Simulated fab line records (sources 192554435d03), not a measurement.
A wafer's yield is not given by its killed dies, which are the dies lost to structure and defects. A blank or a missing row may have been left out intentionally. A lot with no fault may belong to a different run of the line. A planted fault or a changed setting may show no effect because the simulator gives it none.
Chamber matching -- flow n5Finfet -- N5_SD_EPI_P_DESCUM_14 on rieDiel-01: 4 sister chambers
The step chemistry O2, time 7.9 s. 18 wafers are shown with their chamber, then 9 later ones without.

WAFERS PAIRED WITH THEIR CHAMBERS
wafer,chamber,drypumpMotorCurrentA (A),showerheadPlenumPTorr (Torr),rfVppV (V)
L074.1,2,5.2,2.07,243.0
L074.2,1,6.1,2.08,243.3
L074.3,0,6.2,2.00,241.4
L074.4,3,5.6,2.19,243.1
L074.5,0,6.2,2.00,240.5
L074.6,3,5.6,2.19,244.9
L082.1,3,5.6,2.19,243.6
L082.4,2,5.2,2.06,242.5
L082.5,2,5.2,2.06,241.8
L085.3,2,5.3,2.06,241.8
L085.5,2,5.2,2.06,243.2
L085.6,1,6.1,2.07,243.0
L088.1,2,5.2,2.06,243.0
L088.2,3,5.6,2.18,243.9
L088.4,0,6.2,1.99,240.7
L092.2,0,6.2,1.99,242.3
L092.3,1,6.1,2.06,244.3
L092.4,2,5.2,2.06,242.0

SIGNATURES (averages over the wafers above)
reading,chamber 0,chamber 1,chamber 2,chamber 3,scatter within a chamber
drypumpMotorCurrentA,6.200,6.100,5.214,5.600,0.0247
showerheadPlenumPTorr,1.9950,2.0700,2.0614,2.1875,0.00574
rfVppV,241.225,243.533,242.471,243.875,0.7
Rule: distance of a wafer from a chamber = root of the sum over the readings of ((wafer's reading minus chamber's mean) / reading's scatter) squared. The wafer belongs to the nearest chamber; if the next one is less than 2 further off, it can't be placed. The scatter is the square root of a quotient: the sum, over the shown wafers, of each reading's squared deviation from its chamber's mean, divided by wafers minus chambers.

WAFERS WITH NO CHAMBER GIVEN
wafer,drypumpMotorCurrentA (A),showerheadPlenumPTorr (Torr),rfVppV (V)
L094.1,5.6,2.18,244.4
L094.2,6.1,2.06,242.5
L094.3,5.2,2.06,243.3
L094.4,6.2,1.99,242.1
L094.5,6.1,2.06,241.4
L094.6,5.2,2.06,242.6
L096.3,5.2,2.06,241.9
L096.5,6.2,1.98,242.2
L096.6,5.6,2.18,244.4

CHAMBER TAKEN BY EACH
wafer,from the rows above,in truth
L094.1,3,3
L094.2,1,1
L094.3,2,2
L094.4,0,0
L094.5,1,1
L094.6,2,2
L096.3,2,2
L096.5,0,0
L096.6,3,3
Correct placement for 9 of the 9. Number that these rows cannot place: 0. Number placed wrongly: 0.
